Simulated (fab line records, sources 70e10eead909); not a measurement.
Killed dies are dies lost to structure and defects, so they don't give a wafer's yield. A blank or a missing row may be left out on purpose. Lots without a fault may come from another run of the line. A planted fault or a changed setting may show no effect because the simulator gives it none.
fab line records | flow nand_harc
record lots=24 wafers=72 last_day=34
route steps=1302 shown A_CONTACT@1054 A_BLC@1125 A_M0@1147
lots that met no fault: from a run of the same line without faults
start_h: hours from the record's first day to the start of the lot's first wafer shown | wait_h: hours since the lot's step before | " the same as in the row above | L1.1+2: a row that stands for several wafers | - no value, or no start given | * or withheld: withheld | < > ~ a bound
route shown NAME@n: a module of which the file shows steps, and the number in the route of the first | usual: mean/standard deviation of fault-free wafers | same: alike in all rows | chamber/n: place in a boat | sites: the reading at each site | _std_site: their standard deviation | _edge_site: outer sites' mean less inner sites' | radius_mm: how far each site lies from the wafer's centre | mask NAME#n: copy n | behind: the tool/chamber that last shaped the wafer | hold: why the lot was held/for how many hours/how that ended | device: the transistor (n, p or np) that didn't switch | end of line: the same wafers' tests at the end of the route | a step without rows: its recipe alone | killed: dies lost to structure and defects at the first sort, not the wafer's yield | map: a wafer's dies, x killed, . not, _ none there
set.NAME: the setting as run; set.NAME@STEP: as run at that earlier step | model.NAME: the simulator's own value behind a step, which no gauge read
steps of the route over a sample of lots; a table a step, a row a wafer
services: from which hour (start_h, from the record's first day; less than 0 if before it) a tool's chamber was out of use, for how many hours, and why
## steps
# step NHARC_A_CONTACT_ETCH_131
# recipe source_w=withheld pressure_mtorr=20 bias_v=3000 time_s=197 target_depth_a=19180 ar_flow_sccm=withheld c4f8_flow_sccm=withheld o2_flow_sccm=withheld chemistry=C4F8/O2/Ar
# columns lot.wafer tool chamber start_h wait_h rf_hours_counter_h
L074.1 har_cap_etch-03 1 488.74 0.1 40
L074.2 " 0 " " 40
L074.6 " 1 " " -
L076.1 har_cap_etch-03 1 525.24 0.1 44
L076.2 " 0 " " 44
L076.6 " 1 " " -
L075.3 har_cap_etch-02 0 526.71 0.2 -
L075.4 " 1 " " -
L075.6 " 1 " " -
L077.2 har_cap_etch-03 0 532.84 0.1 45
L077.4 " 1 " " -
L077.3 " 0 " " -
L078.1 har_cap_etch-03 1 539.71 0.1 47
L078.3 " 1 " " -
L078.6 " 0 " " -
L079.4 har_cap_etch-02 0 555.44 0.1 -
L079.5 " 0 " " -
L079.6 " 1 " " -
L080.1 har_cap_etch-02 1 575.45 0.1 99
L080.2 " 0 " " 99
L080.5 " 1 " " -
L081.1 har_cap_etch-01 0 594.08 0.1 14
L081.4 " 0 " " -
L081.5 " 0 " " -
L082.3 har_cap_etch-03 0 595.60 0.2 -
L082.5 " 1 " " -
L082.6 " 0 " " -
L085.2 har_cap_etch-02 0 618.43 0.1 105
L085.1 " 1 " " 105
L085.4 " 1 " " -
L084.2 har_cap_etch-03 0 620.03 0.1 60
L084.4 " 1 " " -
L084.3 " 0 " " -
L083.1 har_cap_etch-02 0 622.69 0.1 107
L083.3 " 0 " " -
L083.6 " 1 " " -
L087.1 har_cap_etch-03 0 623.19 0.1 62
L087.6 " 1 " " -
L087.5 " 0 " " -
L086.2 har_cap_etch-01 1 636.11 0.2 24
L086.1 " 0 " " 24
L086.6 " 0 " " -
L088.2 har_cap_etch-03 1 645.69 0.1 67
L088.3 " 0 " " -
L088.6 " 0 " " -
L090.2 har_cap_etch-02 0 646.40 0.2 112
L090.3 " 0 " " -
L090.5 " 0 " " -
L089.3 har_cap_etch-03 1 652.60 0.1 -
L089.4 " 0 " " -
L089.5 " 1 " " -
L091.1 har_cap_etch-02 0 675.94 0.1 116
L091.4 " 0 " " -
L091.6 " 0 " " -
L092.1 har_cap_etch-02 0 686.17 0.1 117
L092.3 " 0 " " -
L092.4 " 1 " " -
L093.1 har_cap_etch-02 1 701.69 0.1 120
L093.3 " 1 " " -
L093.4 " 0 " " -
L094.2 har_cap_etch-01 1 703.47 0.1 39
L094.5 " 1 " " -
L094.6 " 0 " " -
L096.4 har_cap_etch-02 1 710.88 0.1 -
L096.3 " 0 " " -
L096.6 " 1 " " -
L095.1 har_cap_etch-03 0 714.72 0.1 81
L095.2 " 1 " " 81
L095.3 " 0 " " -
L097.2 har_cap_etch-03 0 753.17 0.1 85
L097.4 " 1 " " -
L097.3 " 0 " " -
# step NHARC_A_CONTACT_ETCH_133
# recipe source_w=withheld pressure_mtorr=20 bias_v=400 time_s=374 target_depth_a=16100 ar_flow_sccm=withheld c4f8_flow_sccm=11.5 o2_flow_sccm=7.2 chemistry=C4F8/O2/Ar
# columns lot.wafer tool chamber start_h wait_h rf_hours_counter_h
L074.1 har_cap_etch-03 1 489.10 0.1 40
L074.2 " 0 " " 40
L074.6 " 1 " " -
L076.1 har_cap_etch-03 1 525.60 0.1 44
L076.2 " 0 " " 44
L076.6 " 1 " " -
L075.3 har_cap_etch-02 0 527.29 0.3 -
L075.4 " 1 " " -
L075.6 " 1 " " -
L077.2 har_cap_etch-03 0 533.24 0.2 46
L077.4 " 1 " " -
L077.3 " 0 " " -
L078.1 har_cap_etch-03 1 540.11 0.2 48
L078.3 " 1 " " -
L078.6 " 0 " " -
L079.4 har_cap_etch-02 0 555.87 0.2 -
L079.5 " 0 " " -
L079.6 " 1 " " -
L080.1 har_cap_etch-02 1 575.80 0.1 99
L080.2 " 0 " " 99
L080.5 " 1 " " -
L081.1 har_cap_etch-01 0 594.47 0.2 14
L081.4 " 0 " " -
L081.5 " 0 " " -
L082.3 har_cap_etch-03 0 596.07 0.3 -
L082.5 " 1 " " -
L082.6 " 0 " " -
L085.2 har_cap_etch-02 0 618.79 0.1 106
L085.1 " 1 " " 106
L085.4 " 1 " " -
L084.2 har_cap_etch-03 0 620.43 0.2 61
L084.4 " 1 " " -
L084.3 " 0 " " -
L083.1 har_cap_etch-02 0 623.04 0.1 107
L083.3 " 0 " " -
L083.6 " 1 " " -
L087.1 har_cap_etch-03 0 623.58 0.2 62
L087.6 " 1 " " -
L087.5 " 0 " " -
L086.2 har_cap_etch-01 1 636.46 0.1 25
L086.1 " 0 " " 25
L086.6 " 0 " " -
L088.2 har_cap_etch-03 1 646.08 0.2 68
L088.3 " 0 " " -
L088.6 " 0 " " -
L090.2 har_cap_etch-02 0 646.75 0.1 113
L090.3 " 0 " " -
L090.5 " 0 " " -
L089.3 har_cap_etch-03 1 653.03 0.2 -
L089.4 " 0 " " -
L089.5 " 1 " " -
L091.1 har_cap_etch-02 0 676.33 0.2 116
L091.4 " 0 " " -
L091.6 " 0 " " -
L092.1 har_cap_etch-02 0 686.52 0.1 118
L092.3 " 0 " " -
L092.4 " 1 " " -
L093.1 har_cap_etch-02 1 702.04 0.1 121
L093.3 " 1 " " -
L093.4 " 0 " " -
L094.2 har_cap_etch-01 1 703.82 0.1 40
L094.5 " 1 " " -
L094.6 " 0 " " -
L096.4 har_cap_etch-02 1 711.32 0.2 -
L096.3 " 0 " " -
L096.6 " 1 " " -
L095.1 har_cap_etch-03 0 715.07 0.1 81
L095.2 " 1 " " 81
L095.3 " 0 " " -
L097.2 har_cap_etch-03 0 753.57 0.2 85
L097.4 " 1 " " -
L097.3 " 0 " " -
# step NHARC_A_CONTACT_INSPECT_10
# usual raw_defect_count=74/37
# columns lot.wafer tool chamber start_h wait_h raw_defect_count
L074.1 defect_inspect-02 - 495.29 0.0 60
L074.2 " - " " 71
L074.6 " - " " 64
L076.1 defect_inspect-01 - 531.26 0.0 100
L076.2 " - " " 101
L076.6 " - " " 99
L075.3 defect_inspect-02 - 533.60 0.0 109
L075.4 " - " " 118
L075.6 " - " " 114
L077.2 defect_inspect-01 - 537.73 0.0 26
L077.3 " - " " 18
L077.4 " - " " 18
L078.1 defect_inspect-02 - 544.66 0.0 96
L078.3 " - " " 103
L078.6 " - " " 111
L079.4 defect_inspect-02 - 561.65 0.0 65
L079.5 " - " " 64
L079.6 " - " " 67
L080.1 defect_inspect-01 - 583.31 0.0 74
L080.2 " - " " 83
L080.5 " - " " 69
L081.1 defect_inspect-01 - 598.84 0.0 137
L081.4 " - " " 153
L081.5 " - " " 137
L082.3 defect_inspect-02 - 600.68 0.0 25
L082.5 " - " " 32
L082.6 " - " " 23
L085.1 defect_inspect-02 - 625.84 0.0 79
L085.2 " - " " 67
L085.4 " - " " 67
L084.2 defect_inspect-01 - 631.62 0.0 88
L084.3 " - " " 91
L084.4 " - " " 86
L083.1 defect_inspect-01 - 635.01 0.0 12
L083.3 " - " " 19
L083.6 " - " " 14
L087.1 defect_inspect-02 - 637.66 0.0 109
L087.5 " - " " 78
L087.6 " - " " 97
L086.1 defect_inspect-01 - 644.50 0.0 141
L086.2 " - " " 111
L086.6 " - " " 116
L088.2 defect_inspect-02 - 650.43 0.0 91
L088.3 " - " " 75
L088.6 " - " " 90
L090.2 defect_inspect-01 - 651.32 0.0 100
L090.3 " - " " 119
L090.5 " - " " 110
L089.3 defect_inspect-01 - 658.26 0.0 54
L089.4 " - " " 64
L089.5 " - " " 65
L091.1 defect_inspect-02 - 680.82 0.0 31
L091.4 " - " " 27
L091.6 " - " " 29
L092.1 defect_inspect-02 - 691.26 0.0 39
L092.3 " - " " 29
L092.4 " - " " 25
L093.1 defect_inspect-01 - 707.04 0.0 86
L093.3 " - " " 80
L093.4 " - " " 76
L094.2 defect_inspect-02 - 708.43 0.0 121
L094.5 " - " " 119
L094.6 " - " " 118
L096.3 defect_inspect-01 - 715.71 0.0 137
L096.4 " - " " 112
L096.6 " - " " 124
L095.1 defect_inspect-01 - 719.50 0.0 18
L095.2 " - " " 10
L095.3 " - " " 15
L097.2 defect_inspect-01 - 758.84 0.0 50
L097.3 " - " " 53
L097.4 " - " " 51
# step NHARC_A_CONTACT_ETCH_139
# recipe source_w=withheld pressure_mtorr=20 bias_v=400 time_s=195 target_depth_a=8400 ar_flow_sccm=withheld c4f8_flow_sccm=11.5 o2_flow_sccm=7.2 chemistry=C4F8/O2/Ar
# columns lot.wafer tool chamber start_h wait_h rf_hours_counter_h
L074.1 har_cap_etch-02 1 497.78 0.2 89
L074.2 " 0 " " 89
L074.6 " 1 " " -
L076.1 har_cap_etch-02 0 534.17 0.3 94
L076.2 " 1 " " 94
L076.6 " 0 " " -
L075.3 har_cap_etch-01 1 536.24 0.2 -
L075.4 " 0 " " -
L075.6 " 0 " " -
L077.2 har_cap_etch-02 0 540.68 0.3 95
L077.3 " 1 " " -
L077.4 " 0 " " -
L078.1 har_cap_etch-03 1 547.34 0.2 49
L078.3 " 0 " " -
L078.6 " 0 " " -
L079.4 har_cap_etch-03 1 564.21 0.2 -
L079.6 " 1 " " -
L079.5 " 0 " " -
L080.2 har_cap_etch-02 0 585.80 0.2 100
L080.1 " 1 " " 100
L080.5 " 0 " " -
L081.1 har_cap_etch-02 1 601.31 0.2 102
L081.4 " 1 " " -
L081.5 " 0 " " -
L082.3 har_cap_etch-01 1 603.28 0.2 -
L082.6 " 0 " " -
L082.5 " 1 " " -
L085.1 har_cap_etch-01 1 628.30 0.2 22
L085.2 " 0 " " 22
L085.4 " 0 " " -
L084.2 har_cap_etch-01 1 634.13 0.2 23
L084.4 " 0 " " -
L084.3 " 1 " " -
L083.1 har_cap_etch-03 0 637.53 0.2 66
L083.3 " 1 " " -
L083.6 " 0 " " -
L087.1 har_cap_etch-02 0 640.32 0.2 111
L087.5 " 0 " " -
L087.6 " 1 " " -
L086.1 har_cap_etch-01 1 646.97 0.2 28
L086.2 " 0 " " 28
L086.6 " 1 " " -
L088.2 har_cap_etch-01 1 653.02 0.2 30
L088.3 " 0 " " -
L088.6 " 1 " " -
L090.2 har_cap_etch-02 0 653.94 0.2 114
L090.3 " 0 " " -
L090.5 " 0 " " -
L089.4 har_cap_etch-01 1 660.85 0.2 -
L089.3 " 0 " " -
L089.5 " 1 " " -
L091.1 har_cap_etch-03 1 683.33 0.2 73
L091.4 " 1 " " -
L091.6 " 0 " " -
L092.1 har_cap_etch-02 1 693.72 0.2 119
L092.4 " 1 " " -
L092.3 " 0 " " -
L093.1 har_cap_etch-03 0 709.51 0.2 79
L093.3 " 0 " " -
L093.4 " 1 " " -
L094.2 har_cap_etch-01 1 711.49 0.2 41
L094.6 " 0 " " -
L094.5 " 1 " " -
L096.3 har_cap_etch-02 1 718.27 0.2 -
L096.4 " 0 " " -
L096.6 " 0 " " -
L095.1 har_cap_etch-01 0 721.98 0.2 42
L095.2 " 1 " " 42
L095.3 " 1 " " -
L097.2 har_cap_etch-01 0 761.99 0.2 48
L097.4 " 0 " " -
L097.3 " 1 " " -
# step NHARC_A_BLC_STRIP_29
# recipe cf4_flow_sccm=150 ar_flow_sccm=0 bias_w=0 chemistry=CF4
# usual drypump_motor_current_A=5.7/0.49 mfc_ar_sccm=0.003/0.0062 oes_product_au=1.001/0.0095 rf_vpp_V=59.3/0.89 showerhead_plenum_p_Torr=1.74/0.053 throttle_valve_pct=13.283/0.0097
# columns lot.wafer tool chamber start_h wait_h drypump_motor_current_A mfc_ar_sccm oes_product_au rf_hours_counter_h rf_vpp_V showerhead_plenum_p_Torr throttle_valve_pct
L074.2 rie_diel-12 3 502.87 0.1 5.5 0 0.989 3.4 57.1 1.72 13.297
L074.1 " 0 " " 6.6 0 1.030 3.4 57.9 1.79 13.288
L074.6 " 1 " " 5.8 0 1.009 - 58.2 1.72 13.272
L076.1 rie_diel-09 0 539.27 0.1 5.3 0 1.005 7.4 60.5 1.90 13.290
L076.2 " 1 " " 5.4 0.018 0.999 7.5 59.5 1.80 13.281
L076.6 " 3 " " 5.3 0 0.998 - 60.4 1.91 13.276
L075.3 rie_diel-08 3 541.09 0.1 6.0 0 1.003 12.4 58.5 1.81 13.277
L075.6 " 3 " " 6.0 0 1.005 - 58.3 1.81 13.289
L075.4 " 1 " " 4.9 0.020 1.004 - 59.3 1.68 13.273
L077.4 rie_diel-12 3 545.64 0.1 5.5 0 0.988 5.8 59.5 1.72 13.278
L077.3 " 0 " " 6.6 0 1.016 6.2 59.1 1.79 13.282
L077.2 " 1 " " 5.8 0 1.002 6.1 58.3 1.72 13.287
L078.3 rie_diel-12 1 552.78 0.1 5.8 0 1.007 6.8 59.5 1.71 13.273
L078.1 " 0 " " 6.6 0 1.013 7.0 59.7 1.79 13.296
L078.6 " 1 " " 5.8 0 1.001 - 58.1 1.71 13.274
L079.4 rie_diel-12 1 569.08 0.1 5.8 0 1.014 7.7 58.4 1.71 13.290
L079.5 " 0 " " 6.6 0 1.020 - 60.5 1.79 13.270
L079.6 " 1 " " 5.8 0 1.005 - 57.8 1.71 13.292
L080.1 rie_diel-12 1 590.94 0.1 5.8 0 1.005 8.4 58.8 1.71 13.275
L080.2 " 2 " " 5.3 0 0.989 8.2 59.5 1.75 13.291
L080.5 " 0 " " 6.6 0 1.014 - 57.2 1.79 13.282
L081.1 rie_diel-08 2 606.24 0.1 5.6 0.015 1.008 3.3 58.9 1.65 13.277
L081.4 " 1 " " 4.9 0.020 1.005 3.0 58.1 1.68 13.280
L081.5 " 2 " " 5.5 0.015 1.021 - 57.2 1.65 13.289
L082.3 rie_diel-12 0 608.10 0.1 6.6 0 1.017 9.5 59.9 1.79 13.283
L082.5 " 3 " " 5.5 0 0.982 - 58.5 1.72 13.291
L082.6 " 0 " " 6.6 0 1.009 - 61.1 1.79 13.288
L085.2 rie_diel-12 2 633.25 0.1 5.3 0 1.006 0.3 59.8 1.75 13.301
L085.4 " 3 " " 5.5 0 0.993 0.3 59.6 1.72 13.295
L085.1 " 0 " " 6.6 0 1.004 0.4 59.1 1.79 13.271
L084.3 rie_diel-08 2 638.92 0.1 5.5 0.015 1.008 5.3 59.0 1.65 13.273
L084.2 " 3 " " 6.0 0 0.996 5.9 61.4 1.81 13.280
L084.4 " 1 " " 4.9 0.020 1.014 5.0 60.4 1.68 13.293
L083.3 rie_diel-08 3 643.25 0.1 6.0 0 1.009 7.6 58.7 1.81 13.286
L083.1 " 0 " " 5.1 0.007 0.991 7.1 59.4 1.82 13.295
L083.6 " 0 " " 5.2 0.007 0.995 - 58.1 1.82 13.275
L087.1 rie_diel-12 2 645.77 0.1 5.3 0 0.997 1.4 57.7 1.75 13.280
L087.5 " 2 " " 5.3 0 1.004 - 58.8 1.75 13.286
L087.6 " 3 " " 5.6 0 0.990 - 60.1 1.72 13.291
L086.2 rie_diel-08 3 652.04 0.1 6.0 0 1.002 8.4 60.8 1.81 13.282
L086.1 " 0 " " 5.1 0.007 1.001 7.8 58.9 1.82 13.285
L086.6 " 2 " " 5.6 0.015 1.002 - 59.4 1.65 13.279
L088.2 rie_diel-12 2 658.04 0.1 5.3 0 1.014 1.9 58.9 1.75 13.273
L088.3 " 1 " " 5.8 0 1.002 2.1 58.7 1.71 13.284
L088.6 " 3 " " 5.6 0 0.983 - 59.4 1.72 13.287
L090.2 rie_diel-08 2 659.19 0.1 5.5 0.015 1.007 8.5 58.0 1.65 13.280
L090.3 " 1 " " 4.9 0.020 1.024 7.4 59.4 1.68 13.280
L090.5 " 2 " " 5.6 0.015 1.013 - 59.0 1.65 13.274
L089.3 rie_diel-12 1 665.74 0.1 5.8 0 0.996 2.3 58.6 1.71 13.297
L089.5 " 3 " " 5.5 0 0.999 - 59.6 1.72 13.297
L089.4 " 1 " " 5.8 0 0.998 - 58.3 1.71 13.301
L091.1 rie_diel-12 3 691.04 0.1 5.6 0 0.999 3.8 59.2 1.72 13.294
L091.6 " 3 " " 5.6 0 0.992 - 58.9 1.72 13.280
L091.4 " 0 " " 6.6 0 1.003 - 60.2 1.79 13.284
L092.3 rie_diel-12 0 699.12 0.1 6.6 0 1.007 4.0 60.2 1.79 13.271
L092.1 " 1 " " 5.8 0 1.006 4.9 59.1 1.71 13.292
L092.4 " 3 " " 5.5 0 1.004 4.6 59.8 1.72 13.284
L093.1 rie_diel-12 1 714.48 0.1 5.8 0 1.001 5.4 59.2 1.71 13.282
L093.4 " 2 " " 5.3 0 0.998 4.9 57.5 1.75 13.267
L093.3 " 3 " " 5.6 0 0.983 5.2 58.7 1.72 13.286
L094.2 rie_diel-12 1 716.42 0.1 5.7 0 1.004 5.9 57.8 1.71 13.287
L094.5 " 3 " " 5.5 0 0.990 - 59.0 1.72 13.298
L094.6 " 0 " " 6.6 0 1.001 - 60.1 1.79 13.297
L096.4 rie_diel-12 3 723.03 0.1 5.5 0 0.993 6.9 58.9 1.72 13.302
L096.3 " 0 " " 6.6 0 1.006 6.3 59.5 1.79 13.276
L096.6 " 0 " " 6.6 0 1.009 - 60.1 1.79 13.277
L095.3 rie_diel-12 0 726.97 0.1 6.6 0 0.999 6.7 58.1 1.79 13.305
L095.1 " 1 " " 5.8 0 1.001 7.4 60.0 1.71 13.281
L095.2 " 3 " " 5.6 0 0.999 7.4 59.4 1.72 13.284
L097.2 rie_diel-12 3 767.84 0.1 5.5 0 0.996 9.2 59.7 1.72 13.293
L097.3 " 1 " " 5.8 0 0.998 9.2 59.1 1.71 13.290
L097.4 " 2 " " 5.3 0 0.988 9.0 61.1 1.75 13.272
# step NHARC_A_M0_CD_MEAS_09
# recipe target_cd_nm=80 landing_energy_ev=500
# usual cd_nm=80.2/0.74
# columns lot.wafer tool chamber start_h wait_h cd_nm
L074.1 cd_sem-01 0 506.25 - 80.3
L074.2 " 0 " " 80.5
L074.6 " 0 " " 80.5
L076.1 cd_sem-02 0 542.05 - 80.1
L076.2 " 0 " " 79.9
L076.6 " 0 " " 80.3
L075.3 cd_sem-01 0 543.98 - 78.1
L075.4 " 0 " " 79.3
L075.6 " 0 " " 79.7
L077.2 cd_sem-03 0 548.43 - 80.1
L077.3 " 0 " " 81.0
L077.4 " 0 " " 79.8
L078.1 cd_sem-01 0 555.50 - 79.5
L078.3 " 0 " " 79.9
L078.6 " 0 " " 79.6
L079.4 cd_sem-01 0 571.88 - 79.0
L079.5 " 0 " " 79.9
L079.6 " 0 " " 80.4
L080.1 cd_sem-02 0 593.74 - 80.3
L080.2 " 0 " " 81.0
L080.5 " 0 " " 79.7
L081.1 cd_sem-02 0 608.92 - 80.6
L081.4 " 0 " " 80.0
L081.5 " 0 " " 81.2
L082.3 cd_sem-01 0 610.92 - 79.9
L082.5 " 0 " " 80.3
L082.6 " 0 " " 79.3
L085.1 cd_sem-02 0 636.05 - 78.8
L085.2 " 0 " " 79.0
L085.4 " 0 " " 79.5
L084.2 cd_sem-03 0 641.61 - 80.2
L084.3 " 0 " " 79.6
L084.4 " 0 " " 79.4
L083.1 cd_sem-02 0 646.05 - 80.1
L083.3 " 0 " " 79.3
L083.6 " 0 " " 80.5
L087.1 cd_sem-02 0 648.61 - 80.9
L087.5 " 0 " " 79.7
L087.6 " 0 " " 80.0
L086.1 cd_sem-02 0 654.74 - 79.2
L086.2 " 0 " " 80.0
L086.6 " 0 " " 79.8
L088.2 cd_sem-03 0 660.88 - 80.3
L088.3 " 0 " " 80.8
L088.6 " 0 " " 80.4
L090.2 cd_sem-01 0 661.92 - 79.6
L090.3 " 0 " " 79.4
L090.5 " 0 " " 79.5
L089.3 cd_sem-03 0 668.59 - 79.9
L089.4 " 0 " " 81.2
L089.5 " 0 " " 80.5
L091.1 cd_sem-02 0 693.88 - 80.6
L091.4 " 0 " " 80.5
L091.6 " 0 " " 81.6
L092.1 cd_sem-03 0 702.54 - 80.3
L092.3 " 0 " " 79.4
L092.4 " 0 " " 80.0
L093.1 cd_sem-02 0 717.27 - 80.6
L093.3 " 0 " " 80.9
L093.4 " 0 " " 81.6
L094.2 cd_sem-02 0 719.21 - 80.4
L094.5 " 0 " " 80.3
L094.6 " 0 " " 80.7
L096.3 cd_sem-01 0 725.85 - 81.0
L096.4 " 0 " " 80.9
L096.6 " 0 " " 80.6
L095.1 cd_sem-02 0 729.79 - 79.7
L095.2 " 0 " " 78.6
L095.3 " 0 " " 79.5
L097.2 cd_sem-02 0 770.64 - 80.2
L097.3 " 0 " " 80.3
L097.4 " 0 " " 81.7
## services
# columns tool chamber start_h hours kind
rie_diel-08 3 472.13 5.9 repair
rie_diel-09 3 478.20 7.3 repair
har_cap_etch-01 - 497.00 17.0 pm
rie_diel-09 - 498.49 9.0 pm
rie_diel-08 0 538.92 8.0 repair
rie_diel-08 - 544.86 9.0 pm
rie_diel-12 - 567.47 0.2 repair
rie_diel-08 2 574.36 6.6 repair
rie_diel-08 1 582.15 21.5 repair
rie_diel-09 2 603.21 4.1 repair
rie_diel-12 - 622.40 9.0 pm
rie_diel-09 3 643.16 4.3 repair
rie_diel-12 0 657.81 24.3 repair
rie_diel-09 - 675.49 9.0 pm
rie_diel-12 1 687.56 3.6 repair
rie_diel-09 - 689.02 1.6 repair
rie_diel-08 3 692.31 3.5 repair
rie_diel-08 2 714.92 9.9 repair
rie_diel-08 - 721.90 9.0 pm
rie_diel-12 - 732.71 0.6 repair
rie_diel-08 1 742.69 7.5 repair
har_cap_etch-02 - 754.98 17.0 pm
rie_diel-08 2 756.76 5.3 repair
rie_diel-12 3 761.87 1.9 repair
## key
fault none
